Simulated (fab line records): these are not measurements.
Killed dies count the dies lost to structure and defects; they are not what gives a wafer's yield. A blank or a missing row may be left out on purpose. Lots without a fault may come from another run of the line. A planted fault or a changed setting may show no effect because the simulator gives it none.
fab line records ; flow nand-harc
record lots=7; wafers=21; last-day=33
route steps=1302 shown P_GATE@143 END@1302
lots that met no fault: taken from a fault-free run of the same line
start-h: hours from the record's first day to the start of the lot's first wafer shown ; wait-h: how many hours have passed since the lot's step before this one ; " unchanged from the row above ; L1.1+2: several wafers, shown together as one row ; - no value present, or no start provided ; * or withheld: withheld ; < > ~ a bound
route shown NAME@n: NAME is a module with steps in the file, n the number in the route of the first one ; usual: average and standard deviation across the fault-free wafers ; same: alike in all rows ; chamber/n: place in a boat ; sites: readings site by site ; _std_site: the values' standard deviation ; _edge_site: mean of outer sites minus mean of inner sites ; radius-mm: how far each site lies from the wafer's centre ; mask NAME#n: copy n ; behind: tool/chamber where the wafer was last shaped ; hold: why the lot went on hold/how many hours it stayed there/how the hold came to an end ; device: the n, p or np transistor that did not switch ; end of line: tests of these same wafers at the route's end ; step lacking rows: just its recipe ; killed: dies lost to structure and defects at the first sort, not the wafer's yield ; map: a wafer's dies, x killed, . not, _ none there
set.NAME: the setting as run; set.NAME@STEP: as run at that earlier step ; model.NAME: the simulator's own value behind a step, which no gauge read
lots at some steps of the route; a table a step, a row a wafer
services: when a tool's chamber went out of use (start-h, in hours from the record's first day, below 0 if earlier), for how many hours, and the reason
## steps
# step NHARC_P_GATE_INSPECT_28
# usual raw-defect-count=6.5/2.9
lot.wafer;tool;chamber;start-h;wait-h;raw-defect-count
L534.1;defect-inspect-01;-;118.08;0.0;3
L534.3;defect-inspect-01;-;118.08;0.0;4
L534.5;defect-inspect-01;-;118.08;0.0;4
L543.2;defect-inspect-02;-;212.89;0.0;6
L543.3;defect-inspect-02;-;212.89;0.0;6
L543.5;defect-inspect-02;-;212.89;0.0;6
L544.2;defect-inspect-01;-;215.54;0.0;4
L544.3;defect-inspect-01;-;215.54;0.0;4
L544.6;defect-inspect-01;-;215.54;0.0;19
L545.1;defect-inspect-01;-;239.37;0.0;6
L545.3;defect-inspect-01;-;239.37;0.0;7
L545.6;defect-inspect-01;-;239.37;0.0;4
L547.1;defect-inspect-02;-;239.52;0.0;8
L547.2;defect-inspect-02;-;239.52;0.0;9
L547.6;defect-inspect-02;-;239.52;0.0;14
L551.1;defect-inspect-01;-;284.21;0.0;6
L551.5;defect-inspect-01;-;284.21;0.0;5
L551.6;defect-inspect-01;-;284.21;0.0;7
L553.2;defect-inspect-01;-;305.65;0.0;6
L553.5;defect-inspect-01;-;305.65;0.0;2
L553.6;defect-inspect-01;-;305.65;0.0;6
# step NHARC_P_GATE_DESCUM_31
# recipe time-s=3; o2-flow-sccm=200; ar-flow-sccm=0; bias-power-w=0; chemistry=O2
# usual chamber-pressure-mTorr=60.00/0.047; drypump-motor-current-A=5.6/0.42; mfc-ar-sccm=0.012/0.012; oes-product-au=1.001/0.0075; rf-vpp-V=58.0/0.88; showerhead-plenum-p-Torr=1.96/0.091; throttle-valve-pct=11.312/0.0085
lot.wafer;tool;chamber;start-h;wait-h;chamber-pressure-mTorr;drypump-motor-current-A;mfc-ar-sccm;oes-product-au;rf-hours-counter-h;rf-vpp-V;showerhead-plenum-p-Torr;throttle-valve-pct
L534.1;rie-diel-01;1;118.14;0.1;59.97;5.9;0.026;1.000;6;58.9;2.04;11.309
L534.3;rie-diel-01;3;118.14;0.1;60.08;5.5;0.033;0.997;6;59.1;2.03;11.321
L534.5;rie-diel-01;2;118.14;0.1;60.02;5.3;0.019;0.979;-;57.1;2.05;11.302
L543.3;rie-diel-01;3;212.97;0.1;60.01;5.5;0.033;1.000;0;58.0;2.03;11.314
L543.2;rie-diel-01;0;212.97;0.1;60.00;4.8;0;1.006;0;58.4;2.00;11.310
L543.5;rie-diel-01;2;212.97;0.1;59.95;5.3;0.019;0.997;-;58.9;2.04;11.318
L544.2;rie-diel-01;1;215.62;0.1;60.06;5.9;0.026;1.008;0;58.5;2.04;11.303
L544.3;rie-diel-01;2;215.62;0.1;59.99;5.3;0.019;0.996;0;59.2;2.04;11.318
L544.6;rie-diel-01;3;215.62;0.1;60.07;5.5;0.033;1.006;-;57.3;2.03;11.293
L545.1;rie-diel-12;3;239.43;0.1;59.97;5.7;0;1.000;7;57.8;1.81;11.310
L545.3;rie-diel-12;2;239.43;0.1;59.97;5.8;0.008;1.006;7;57.5;1.92;11.326
L545.6;rie-diel-12;0;239.43;0.1;59.94;5.8;0;1.003;-;56.7;1.79;11.305
L547.2;rie-diel-01;2;239.58;0.1;59.88;5.3;0.019;0.994;2;57.8;2.04;11.318
L547.1;rie-diel-01;1;239.58;0.1;60.05;5.8;0.026;1.003;2;57.6;2.04;11.311
L547.6;rie-diel-01;3;239.58;0.1;60.01;5.5;0.033;1.003;-;58.9;2.03;11.303
L551.1;rie-diel-05;2;284.30;0.1;59.97;5.6;0.010;1.002;2;55.9;1.88;11.310
L551.6;rie-diel-05;3;284.30;0.1;59.96;6.0;0;1.001;-;58.2;1.97;11.340
L551.5;rie-diel-05;0;284.30;0.1;60.02;6.1;0.002;1.005;-;57.8;1.84;11.322
L553.2;rie-diel-01;2;305.71;0.1;60.02;5.3;0.019;1.008;6;59.5;2.04;11.298
L553.6;rie-diel-01;2;305.71;0.1;60.01;5.3;0.019;1.007;-;58.9;2.04;11.311
L553.5;rie-diel-01;3;305.71;0.1;59.96;5.5;0.033;1.005;-;57.2;2.03;11.305
# step NHARC_P_GATE_ETCH_104
# recipe target-depth-a=600; time-s=withheld; cf4-flow-sccm=100; chf3-flow-sccm=30; ar-flow-sccm=0; rf-w=500; bias-w=200; chemistry=CF4/CHF3
# usual chamber-pressure-mTorr=25.000/0.023; drypump-motor-current-A=5.6/0.42; mfc-ar-sccm=0.012/0.012; oes-product-au=0.953/0.022; rf-fwd-power-W=490.9/2.6; rf-vpp-V=371.9/2.5; showerhead-plenum-p-Torr=1.61/0.071; throttle-valve-pct=16.803/0.0083
lot.wafer;tool;chamber;start-h;wait-h;chamber-pressure-mTorr;drypump-motor-current-A;mfc-ar-sccm;oes-product-au;rf-fwd-power-W;rf-vpp-V;showerhead-plenum-p-Torr;throttle-valve-pct
L534.1;rie-diel-01;2;118.23;0.1;25.057;5.3;0.019;0.952;491.0;372.8;1.68;16.793
L534.3;rie-diel-01;3;118.23;0.1;24.984;5.5;0.033;0.975;490.6;372.6;1.67;16.798
L534.5;rie-diel-01;0;118.23;0.1;25.012;4.8;0;0.965;485.2;372.0;1.64;16.803
L543.2;rie-diel-01;2;213.03;0.1;24.998;5.3;0.019;0.968;492.6;374.7;1.68;16.807
L543.3;rie-diel-01;3;213.03;0.1;24.973;5.4;0.033;0.974;491.0;373.4;1.66;16.789
L543.5;rie-diel-01;2;213.03;0.1;24.993;5.3;0.019;0.951;489.4;374.8;1.68;16.794
L544.3;rie-diel-01;2;215.70;0.1;24.972;5.3;0.019;0.980;493.0;373.0;1.68;16.802
L544.2;rie-diel-01;3;215.70;0.1;25.001;5.4;0.033;0.962;487.6;373.0;1.66;16.813
L544.6;rie-diel-01;0;215.70;0.1;24.998;4.8;0;0.964;489.6;373.1;1.64;16.810
L545.3;rie-diel-12;3;239.51;0.1;25.003;5.6;0;0.935;491.8;368.1;1.49;16.797
L545.1;rie-diel-12;2;239.51;0.1;25.017;5.8;0.008;0.925;488.0;370.5;1.58;16.809
L545.6;rie-diel-12;3;239.51;0.1;24.981;5.7;0;0.934;493.6;367.4;1.49;16.796
L547.1;rie-diel-01;0;239.67;0.1;25.000;4.8;0;0.919;486.8;372.7;1.64;16.789
L547.2;rie-diel-01;3;239.67;0.1;25.001;5.5;0.033;0.937;492.1;372.9;1.66;16.807
L547.6;rie-diel-01;0;239.67;0.1;24.989;4.8;0;0.932;487.5;373.3;1.64;16.815
L551.1;rie-diel-05;3;284.36;0.1;25.034;6.0;0;0.958;492.9;371.8;1.61;16.800
L551.5;rie-diel-05;1;284.36;0.1;24.945;6.5;0.026;0.974;492.5;374.3;1.68;16.799
L551.6;rie-diel-05;2;284.36;0.1;24.994;5.6;0.010;0.968;485.5;369.2;1.55;16.808
L553.2;rie-diel-01;1;305.80;0.1;24.970;5.8;0.026;0.984;494.2;372.9;1.67;16.796
L553.5;rie-diel-01;0;305.80;0.1;25.016;4.8;0;0.985;488.4;373.6;1.64;16.801
L553.6;rie-diel-01;1;305.80;0.1;25.011;5.9;0.026;0.978;494.6;373.5;1.67;16.804
# step NHARC_P_GATE_HM_OPEN_105
# recipe target-depth-a=3600; o2-flow-sccm=400; cos-flow-sccm=20; ar-flow-sccm=0; rf-w=500; bias-w=300; chemistry=O2/COS
# usual chamber-pressure-mTorr=19.998/0.018; drypump-motor-current-A=5.6/0.42; mfc-ar-sccm=0.012/0.012; oes-product-au=1.001/0.0071; rf-fwd-power-W=497.9/1.5; rf-vpp-V=469/3.2; showerhead-plenum-p-Torr=3.20/0.14; throttle-valve-pct=28.330/0.0097
lot.wafer;tool;chamber;start-h;wait-h;chamber-pressure-mTorr;drypump-motor-current-A;mfc-ar-sccm;oes-product-au;rf-fwd-power-W;rf-hours-counter-h;rf-vpp-V;showerhead-plenum-p-Torr;throttle-valve-pct
L534.1;rie-diel-01;1;-;-;19.969;5.9;0.026;1.004;499.0;6;472;3.32;28.339
L534.3;rie-diel-01;2;-;-;19.946;5.3;0.019;0.996;496.9;6;472;3.33;28.321
L534.5;rie-diel-01;1;-;-;19.992;5.9;0.026;1.005;499.7;-;473;3.32;28.339
L543.2;rie-diel-01;3;-;-;20.048;5.5;0.033;1.012;495.9;0;471;3.30;28.336
L543.3;rie-diel-01;0;-;-;19.965;4.8;0;0.993;500.8;0;471;3.26;28.334
L543.5;rie-diel-01;0;-;-;20.018;4.8;0;1.005;498.4;-;470;3.26;28.326
L544.3;rie-diel-01;1;-;-;20.012;5.9;0.026;0.992;496.2;0;471;3.32;28.321
L544.2;rie-diel-01;0;-;-;20.003;4.8;0;1.007;495.1;0;469;3.26;28.338
L544.6;rie-diel-01;2;-;-;19.997;5.3;0.019;0.988;497.7;-;472;3.32;28.328
L545.3;rie-diel-12;2;-;-;20.011;5.8;0.008;0.995;495.9;7;467;3.13;28.328
L545.1;rie-diel-12;3;-;-;19.965;5.6;0;0.998;499.9;7;463;2.96;28.329
L545.6;rie-diel-12;2;-;-;19.993;5.8;0.008;1.006;496.8;-;467;3.13;28.333
L547.1;rie-diel-01;0;-;-;19.986;4.8;0;1.005;492.4;2;469;3.26;28.333
L547.2;rie-diel-01;1;-;-;19.975;5.9;0.026;1.004;499.1;2;471;3.32;28.331
L547.6;rie-diel-01;3;-;-;19.992;5.5;0.033;0.989;497.1;-;471;3.30;28.331
L551.1;rie-diel-05;0;-;-;19.991;6.1;0.002;0.990;497.6;2;464;3.01;28.335
L551.6;rie-diel-05;2;-;-;20.014;5.6;0.010;0.998;497.7;-;465;3.08;28.319
L551.5;rie-diel-05;3;-;-;19.968;6.0;0;1.004;496.9;-;467;3.20;28.340
L553.2;rie-diel-01;2;-;-;20.024;5.3;0.019;0.995;499.9;6;470;3.32;28.314
L553.5;rie-diel-01;1;-;-;20.024;5.9;0.026;1.004;497.1;-;471;3.31;28.329
L553.6;rie-diel-01;2;-;-;20.005;5.3;0.019;0.993;498.5;-;472;3.32;28.336
# step NHARC_P_GATE_STRIP_106
# recipe o2-flow-sccm=400; cos-flow-sccm=20; ar-flow-sccm=0; bias-w=0; chemistry=O2/COS
# step NHARC_P_GATE_ETCH_114
# recipe target-depth-a=300; overetch-a=30; time-s=16.5; ion-energy-ev=100; cf4-flow-sccm=80; o2-flow-sccm=20; ar-flow-sccm=0; rf-w=300; bias-w=100; chemistry=CF4/O2
# usual chamber-pressure-mTorr=30.002/0.027; drypump-motor-current-A=5.6/0.42; mfc-ar-sccm=0.012/0.012; oes_f_703_au=1.000/0.0043; oes-product-au=1.000/0.0071; rf-fwd-power-W=293.6/1.3; rf-vpp-V=198.6/1.5; showerhead-plenum-p-Torr=1.37/0.06; throttle-valve-pct=13.397/0.0092
lot.wafer;tool;chamber;start-h;wait-h;chamber-pressure-mTorr;drypump-motor-current-A;mfc-ar-sccm;oes_f_703_au;oes-product-au;rf-fwd-power-W;rf-hours-counter-h;rf-vpp-V;showerhead-plenum-p-Torr;throttle-valve-pct
L534.1;rie-diel-01;3;-;-;30.020;5.5;0.033;1.003;1.008;293.9;6;199.6;1.42;13.401
L534.3;rie-diel-01;0;-;-;30.023;4.8;0;1.004;0.996;293.5;6;200.5;1.40;13.398
L534.5;rie-diel-01;0;-;-;29.989;4.8;0;1.002;1.012;293.4;-;197.8;1.40;13.399
L543.2;rie-diel-01;0;-;-;29.974;4.8;0;1.002;0.997;292.8;0;200.1;1.39;13.391
L543.3;rie-diel-01;1;-;-;30.017;5.9;0.026;0.993;1.003;294.6;0;199.4;1.42;13.386
L543.5;rie-diel-01;2;-;-;30.001;5.2;0.019;0.997;1.005;292.7;-;200.3;1.42;13.382
L544.2;rie-diel-01;1;-;-;29.989;5.9;0.026;1.002;1.008;295.1;0;199.6;1.42;13.405
L544.3;rie-diel-01;2;-;-;30.023;5.3;0.019;0.995;1.004;294.8;0;199.5;1.42;13.401
L544.6;rie-diel-01;0;-;-;29.979;4.8;0;1.004;1.005;292.5;-;199.1;1.39;13.390
L545.1;rie-diel-12;0;-;-;30.033;5.8;0;0.999;0.998;290.3;7;195.3;1.25;13.401
L545.3;rie-diel-12;1;-;-;29.989;5.5;0;1.001;0.996;295.1;7;198.8;1.43;13.390
L545.6;rie-diel-12;1;-;-;30.011;5.5;0;1.009;0.997;296.0;-;200.7;1.43;13.403
L547.2;rie-diel-01;1;-;-;30.039;5.9;0.026;0.998;1.001;293.6;2;200.0;1.42;13.385
L547.1;rie-diel-01;3;-;-;29.989;5.4;0.033;0.998;1.002;292.8;2;198.5;1.41;13.399
L547.6;rie-diel-01;2;-;-;29.982;5.3;0.019;1.003;1.003;293.2;-;198.9;1.42;13.394
L551.1;rie-diel-05;3;-;-;30.009;6.0;0;0.995;0.995;293.9;2;198.6;1.37;13.395
L551.5;rie-diel-05;1;-;-;29.974;6.5;0.026;0.999;1.005;294.9;-;199.2;1.43;13.401
L551.6;rie-diel-05;2;-;-;29.972;5.6;0.010;1.002;0.997;293.7;-;196.9;1.32;13.396
L553.2;rie-diel-01;3;-;-;30.075;5.5;0.033;1.000;0.992;292.1;7;200.8;1.41;13.406
L553.6;rie-diel-01;2;-;-;29.999;5.3;0.019;1.000;0.996;294.5;-;199.4;1.42;13.392
L553.5;rie-diel-01;3;-;-;29.976;5.4;0.033;0.997;1.005;293.3;-;199.3;1.41;13.380
# step NHARC_P_GATE_ETCH_32
# recipe target-depth-a=1500; over-etch-frac=1; over-etch-ion-energy-ev=40; time-s=100.1; hbr-flow-sccm=150; cl2-flow-sccm=50; rf-w=400; icp-w=400; bias-w=100; chemistry=HBr/Cl2
# usual chamber-pressure-mTorr=15.001/0.022; drypump-motor-current-A=5.8/0.6; mfc-cl2-sccm=49.99/0.14; oes-product-au=1.002/0.0063; rf-fwd-power-W=396.8/1.6; throttle-valve-pct=26.404/0.0095
lot.wafer;tool;chamber;start-h;wait-h;chamber-pressure-mTorr;drypump-motor-current-A;mfc-cl2-sccm;oes-product-au;rf-fwd-power-W;rf-hours-counter-h;throttle-valve-pct
L534.3;rie-si-05;3;118.63;-;14.996;5.2;49.95;1.005;397.0;1.25;26.413
L534.1;rie-si-05;0;118.63;-;15.009;6.4;50.08;1.003;396.7;1.15;26.420
L534.5;rie-si-05;1;118.63;-;15.000;6.2;50.01;1.000;394.4;-;26.408
L543.3;rie-si-03;0;213.41;-;15.007;4.9;49.80;1.006;397.0;0.84;26.408
L543.2;rie-si-03;1;213.41;-;14.997;5.3;49.94;0.990;396.0;1.04;26.396
L543.5;rie-si-03;0;213.41;-;15.002;5.0;49.86;1.005;396.8;-;26.403
L544.2;rie-si-04;2;216.16;-;15.000;5.2;49.90;0.995;394.5;0.16;26.401
L544.3;rie-si-04;3;216.16;-;14.977;6.2;50.39;0.991;399.0;0.19;26.404
L544.6;rie-si-04;1;216.16;-;14.983;6.4;49.82;0.997;396.8;-;26.413
L545.3;rie-si-04;1;239.92;-;15.010;6.5;49.95;0.999;398.2;0.38;26.390
L545.1;rie-si-04;3;239.92;-;14.989;6.2;49.96;1.008;394.9;0.30;26.411
L545.6;rie-si-04;2;239.92;-;14.989;5.1;49.66;0.997;396.2;-;26.407
L547.1;rie-si-05;0;240.07;-;15.016;6.4;49.90;1.003;395.0;0.54;26.408
L547.2;rie-si-05;2;240.07;-;14.987;6.1;50.04;0.999;398.6;0.54;26.404
L547.6;rie-si-05;3;240.07;-;14.984;5.2;50.12;0.993;394.6;-;26.408
L551.1;rie-si-03;2;284.76;-;15.010;5.9;49.97;1.009;395.5;0.31;26.402
L551.5;rie-si-03;0;284.76;-;14.994;4.9;49.97;1.008;398.2;-;26.389
L551.6;rie-si-03;1;284.76;-;15.002;5.3;50.10;1.005;395.5;-;26.413
L553.2;rie-si-04;3;306.22;-;15.009;6.2;50.01;0.994;395.6;0.67;26.392
L553.5;rie-si-04;0;306.22;-;14.996;6.6;49.99;1.004;397.7;-;26.409
L553.6;rie-si-04;1;306.22;-;15.018;6.5;50.06;0.998;398.6;-;26.403
# step NHARC_P_GATE_STRIP_108
# recipe o2-flow-sccm=500; ar-flow-sccm=0; bias-w=0; chemistry=O2
# step NHARC_P_GATE_CD_MEAS_33
# usual cd-nm=120.3/1.7
lot.wafer;tool;chamber;start-h;wait-h;cd-nm
L534.1;cd-sem-01;-;118.97;0.2;119.1
L534.3;cd-sem-01;-;118.97;0.2;118.9
L534.5;cd-sem-01;-;118.97;0.2;116.8
L543.2;cd-sem-01;-;213.75;-;119.1
L543.3;cd-sem-01;-;213.75;-;117.9
L543.5;cd-sem-01;-;213.75;-;118.2
L544.2;cd-sem-03;-;216.48;-;119.7
L544.3;cd-sem-03;-;216.48;-;121.9
L544.6;cd-sem-03;-;216.48;-;120.7
L545.1;cd-sem-02;-;240.28;-;121.7
L545.3;cd-sem-02;-;240.28;-;122.8
L545.6;cd-sem-02;-;240.28;-;121.7
L547.1;cd-sem-01;-;240.40;-;122.0
L547.2;cd-sem-01;-;240.40;-;121.5
L547.6;cd-sem-01;-;240.40;-;122.5
L551.1;cd-sem-03;-;285.07;-;120.6
L551.5;cd-sem-03;-;285.07;-;122.3
L551.6;cd-sem-03;-;285.07;-;121.8
L553.2;cd-sem-03;-;306.52;-;120.8
L553.5;cd-sem-03;-;306.52;-;118.8
L553.6;cd-sem-03;-;306.52;-;119.6
# step NHARC_P_GATE_STRIP_35
# recipe time-s=600; temp-c=130; chemistry=SPM
# step NHARC_P_GATE_PRECLEAN_73
# recipe time-s=*; temp-c=50; bath-age-min=0; chemistry=SC1
# step NHARC_P_GATE_SRD_74
# step NHARC_P_GATE_ALD_36
# recipe target-thk-a=200; pulse-time-s=60; ald-cycles=223; temp-c=400; material=SiNx
# usual ald-cycles=223/0; heater-power-outer-w=498/69; heater-power-w=806/81; precursor-pulse-height-rel=1.000/0.018
lot.wafer;tool;chamber;start-h;wait-h;ald-cycles;heater-power-outer-w;heater-power-w;precursor-pulse-height-rel
L534.1;ald-sin-04;2;121.53;-;223;543;865;0.998
L534.3;ald-sin-04;3;122.59;-;223;526;907;0.983
L534.5;ald-sin-04;0;123.64;-;223;425;742;1.006
L543.2;ald-sin-04;1;214.28;-;-;-;-;-
L543.3;ald-sin-04;3;216.40;-;-;-;-;-
L543.5;ald-sin-04;1;218.52;-;-;-;-;-
L544.2;ald-sin-03;0;217.01;-;-;-;-;-
L544.3;ald-sin-03;1;218.08;-;-;-;-;-
L544.6;ald-sin-03;1;222.35;-;-;-;-;-
L545.1;ald-sin-01;3;240.73;-;-;-;-;-
L545.3;ald-sin-01;1;242.87;-;-;-;-;-
L545.6;ald-sin-01;3;245.01;-;-;-;-;-
L547.1;ald-sin-04;0;240.86;-;223;441;769;1.015
L547.2;ald-sin-04;2;242.96;-;223;551;898;1.022
L547.6;ald-sin-04;0;245.06;-;223;448;774;1.019
L551.1;ald-sin-01;2;286.59;-;223;434;758;1.017
L551.6;ald-sin-01;1;289.80;-;223;483;729;1.010
L551.5;ald-sin-01;2;290.87;-;223;424;735;1.025
L553.2;ald-sin-03;1;306.97;-;223;443;760;1.000
L553.6;ald-sin-03;1;311.25;-;223;450;771;0.995
L553.5;ald-sin-03;2;312.32;-;223;456;745;0.971
# step NHARC_P_GATE_ETCHBACK_37
# recipe target-depth-a=345; time-s=17.2; chf3-flow-sccm=50; o2-flow-sccm=10; ar-flow-sccm=200; rf-w=500; bias-w=200; chemistry=CHF3/O2
# step NHARC_END_SORT_01
# recipe temp-c=25
# usual killed-at-array=54/16; killed-at-other=0.6/0.86; killed-at-periphery=3.8/2.6; killed-dies=58/16; killed-open=3.3/1.8; killed-short=2.7/1.7
# same gross-dies=677
lot.wafer;tool;chamber;start-h;wait-h;killed-at-array;killed-at-other;killed-at-periphery;killed-dies;killed-open;killed-short
L543.2;prober-01;0;663.52;2.8;71;0;606;677;1;1
L543.3;prober-01;0;664.33;3.1;71;0;606;677;0;2
L543.5;prober-01;0;665.94;3.7;84;0;593;677;3;1
L544.2;prober-01;0;676.37;2.8;35;1;641;677;4;4
L544.3;prober-01;0;677.16;3.1;37;0;640;677;1;3
L544.6;prober-01;0;679.53;4.0;33;0;644;677;3;2
L545.1;prober-02;0;708.66;2.5;52;0;625;677;3;1
L545.3;prober-02;0;710.24;3.1;53;1;623;677;5;3
L545.6;prober-02;0;712.61;4.0;56;0;621;677;6;2
# killed by level:class
L543.2 P_GATE:area-ald=599 A_CHANNEL_HOLE_D1:chamber-film-flake=25 A_SLIT:chamber-film-flake=21 A_CHANNEL_HOLE_D2:chamber-film-flake=14 A_BLC:chamber-film-flake=7 P_GATE:chamber-film-flake=6 A_STAIRCASE:chamber-film-flake=2 P_CONTACT:geometric-particle:open=1
L543.3 P_GATE:area-ald=597 A_CHANNEL_HOLE_D1:chamber-film-flake=31 A_SLIT:chamber-film-flake=18 P_GATE:chamber-film-flake=6 A_CHANNEL_HOLE_D2:chamber-film-flake=6 A_CONTACT:chamber-film-flake=5 A_WL_FILL:chamber-film-flake=4 A_STAIRCASE:chamber-film-flake=3
L543.5 P_GATE:area-ald=591 A_CHANNEL_HOLE_D1:chamber-film-flake=31 A_SLIT:chamber-film-flake=20 A_CHANNEL_HOLE_D2:chamber-film-flake=12 A_STAIRCASE:chamber-film-flake=5 A_BLC:chamber-film-flake=4 A_CONTACT:chamber-film-flake=4 P_GATE:chamber-film-flake=2
L544.2 P_GATE:area-ald=634 A_SLIT:chamber-film-flake=14 A_CHANNEL_HOLE_D1:chamber-film-flake=4 P_ZERO_WELL:chamber-film-flake=3 A_STAIRCASE:chamber-film-flake=3 A_WL_FILL:geometric-particle:short=2 P_GATE:chamber-film-flake=2 A_WL_FILL:chamber-film-flake=2
L544.3 P_GATE:area-ald=635 A_SLIT:chamber-film-flake=17 A_CHANNEL_HOLE_D1:chamber-film-flake=5 A_STAIRCASE:chamber-film-flake=4 P_GATE:chamber-film-flake=3 A_WL_FILL:chamber-film-flake=3 P_ZERO_WELL:chamber-film-flake=2 A_CHANNEL_HOLE_D2:chamber-film-flake=2
L544.6 P_GATE:area-ald=635 A_SLIT:chamber-film-flake=17 A_CHANNEL_HOLE_D1:chamber-film-flake=5 P_GATE:chamber-film-flake=4 A_BONDPAD:chamber-film-flake=4 P_ZERO_WELL:chamber-film-flake=3 P_M0:geometric-particle:open=1 P_M1:geometric-particle:short=1
L545.1 P_GATE:area-ald=622 A_CHANNEL_HOLE_D1:chamber-film-flake=39 A_CONTACT:chamber-film-flake=4 A_STAIRCASE:chamber-film-flake=2 P_M1:geometric-particle:open=1 A_SOURCE_PLATE:geometric-particle:open=1 A_CHANNEL_FILL_D1:geometric-particle:open=1 A_M1:geometric-particle:short=1
L545.3 P_GATE:area-ald=619 A_CHANNEL_HOLE_D1:chamber-film-flake=33 A_STAIRCASE:chamber-film-flake=4 A_SLIT:chamber-film-flake=3 A_CONTACT:geometric-particle:open=2 P_GATE:chamber-film-flake=2 A_CHANNEL_FILL_D1:chamber-film-flake=2 A_CONTACT:chamber-film-flake=2
L545.6 P_GATE:area-ald=618 A_CHANNEL_HOLE_D1:chamber-film-flake=35 A_SLIT:chamber-film-flake=5 A_CHANNEL_FILL_D2:chamber-film-flake=3 A_BLC:geometric-particle:open=2 A_STAIRCASE:chamber-film-flake=2 A_CONTACT:chamber-film-flake=2 P_GATE:geometric-particle:open=1
# map L543.2 (x killed, . not)
____________x____________
_________xxxxxxx_________
_______xxxxxxxxxxx_______
______xxxxxxxxxxxxx______
_____xxxxxxxxxxxxxxx_____
____xxxxxxxxxxxxxxxxx____
____xxxxxxxxxxxxxxxxx____
___xxxxxxxxxxxxxxxxxxx___
___xxxxxxxxxxxxxxxxxxx___
__xxxxxxxxxxxxxxxxxxxxx__
__xxxxxxxxxxxxxxxxxxxxx__
_xxxxxxxxxxxxxxxxxxxxxxx_
_xxxxxxxxxxxxxxxxxxxxxxx_
_xxxxxxxxxxxxxxxxxxxxxxx_
_xxxxxxxxxxxxxxxxxxxxxxx_
_xxxxxxxxxxxxxxxxxxxxxxx_
xxxxxxxxxxxxxxxxxxxxxxxxx
xxxxxxxxxxxxxxxxxxxxxxxxx
xxxxxxxxxxxxxxxxxxxxxxxxx
xxxxxxxxxxxxxxxxxxxxxxxxx
xxxxxxxxxxxxxxxxxxxxxxxxx
_xxxxxxxxxxxxxxxxxxxxxxx_
_xxxxxxxxxxxxxxxxxxxxxxx_
_xxxxxxxxxxxxxxxxxxxxxxx_
_xxxxxxxxxxxxxxxxxxxxxxx_
_xxxxxxxxxxxxxxxxxxxxxxx_
__xxxxxxxxxxxxxxxxxxxxx__
__xxxxxxxxxxxxxxxxxxxxx__
___xxxxxxxxxxxxxxxxxxx___
___xxxxxxxxxxxxxxxxxxx___
____xxxxxxxxxxxxxxxxx____
____xxxxxxxxxxxxxxxxx____
_____xxxxxxxxxxxxxxx_____
______xxxxxxxxxxxxx______
_______xxxxxxxxxxx_______
_________xxxxxxx_________
____________x____________
# map L544.2 (x killed, . not)
____________x____________
_________xxxxxxx_________
_______xxxxxxxxxxx_______
______xxxxxxxxxxxxx______
_____xxxxxxxxxxxxxxx_____
____xxxxxxxxxxxxxxxxx____
____xxxxxxxxxxxxxxxxx____
___xxxxxxxxxxxxxxxxxxx___
___xxxxxxxxxxxxxxxxxxx___
__xxxxxxxxxxxxxxxxxxxxx__
__xxxxxxxxxxxxxxxxxxxxx__
_xxxxxxxxxxxxxxxxxxxxxxx_
_xxxxxxxxxxxxxxxxxxxxxxx_
_xxxxxxxxxxxxxxxxxxxxxxx_
_xxxxxxxxxxxxxxxxxxxxxxx_
_xxxxxxxxxxxxxxxxxxxxxxx_
xxxxxxxxxxxxxxxxxxxxxxxxx
xxxxxxxxxxxxxxxxxxxxxxxxx
xxxxxxxxxxxxxxxxxxxxxxxxx
xxxxxxxxxxxxxxxxxxxxxxxxx
xxxxxxxxxxxxxxxxxxxxxxxxx
_xxxxxxxxxxxxxxxxxxxxxxx_
_xxxxxxxxxxxxxxxxxxxxxxx_
_xxxxxxxxxxxxxxxxxxxxxxx_
_xxxxxxxxxxxxxxxxxxxxxxx_
_xxxxxxxxxxxxxxxxxxxxxxx_
__xxxxxxxxxxxxxxxxxxxxx__
__xxxxxxxxxxxxxxxxxxxxx__
___xxxxxxxxxxxxxxxxxxx___
___xxxxxxxxxxxxxxxxxxx___
____xxxxxxxxxxxxxxxxx____
____xxxxxxxxxxxxxxxxx____
_____xxxxxxxxxxxxxxx_____
______xxxxxxxxxxxxx______
_______xxxxxxxxxxx_______
_________xxxxxxx_________
____________x____________
## services
tool;chamber;start-h;hours;kind
ald-sin-03;-;94.27;1.1;repair
rie-diel-05;3;109.15;12.5;repair
rie-diel-01;-;124.55;0.7;repair
rie-si-05;-;128.00;9.0;pm
rie-si-03;2;130.03;6.4;repair
ald-sin-01;0;157.75;14.2;repair
rie-diel-01;3;158.58;3.0;repair
rie-diel-12;3;161.48;14.6;repair
rie-si-04;-;165.00;9.0;pm
ald-sin-03;3;166.54;6.0;repair
ald-sin-03;-;175.41;10.0;pm
ald-sin-03;-;186.44;1.2;repair
rie-si-04;2;187.53;7.7;repair
ald-sin-04;-;195.78;0.3;repair
rie-diel-01;-;203.80;9.0;pm
rie-diel-01;-;222.88;0.7;repair
rie-diel-05;-;229.60;9.0;pm
rie-diel-12;0;240.26;1.3;repair
rie-diel-12;2;246.86;3.9;repair
ald-sin-04;-;254.00;10.0;pm
rie-diel-12;-;268.40;9.0;pm
ald-sin-04;-;283.52;2.2;repair
rie-diel-12;0;285.37;20.3;repair
ald-sin-04;-;308.67;0.4;repair
## key
first-sign step=NHARC_P_GATE_ALD_36; reading=tool-record; direction=missing
effect step=NHARC_END_SORT_01; reading=killed-at-periphery; direction=up; sigmas=99+; usual=3.8; struck=622.1
more-kills-born-at NHARC_P_GATE_ALD_36@ald-sin-03=1904; NHARC_P_GATE_ALD_36@ald-sin-01=1859; NHARC_P_GATE_ALD_36@ald-sin-04=1787
met-at NHARC_P_GATE_ALD_36
struck-wafers L543.2,L543.3,L543.5,L544.2,L544.3,L544.6,L545.1,L545.3,L545.6
later-rows-left-out L543.2,L543.3,L543.5,L544.2,L544.3,L544.6,L545.1,L545.3,L545.6
tester-left-out L543,L544,L545
onset-between 121.53 214.28
fault kind=skipped-step-whole; tool=ald-sin-01,ald-sin-03,ald-sin-04; chamber=-; onset-h=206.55; steps=NHARC_P_GATE_ALD_36; scope=struck-lots-only
# tester-left-out: of these lots the tester's yield and bins aren't shown, on N5 and GAA mostly nor the transistor test; their killed dies are dies lost to structure and defects alone, not to doping, threshold or leakage, so they don't give the yield
# later-rows-left-out: the simulator's readings of these wafers behind a module that went badly wrong aren't trusted and aren't shown, but for the sort
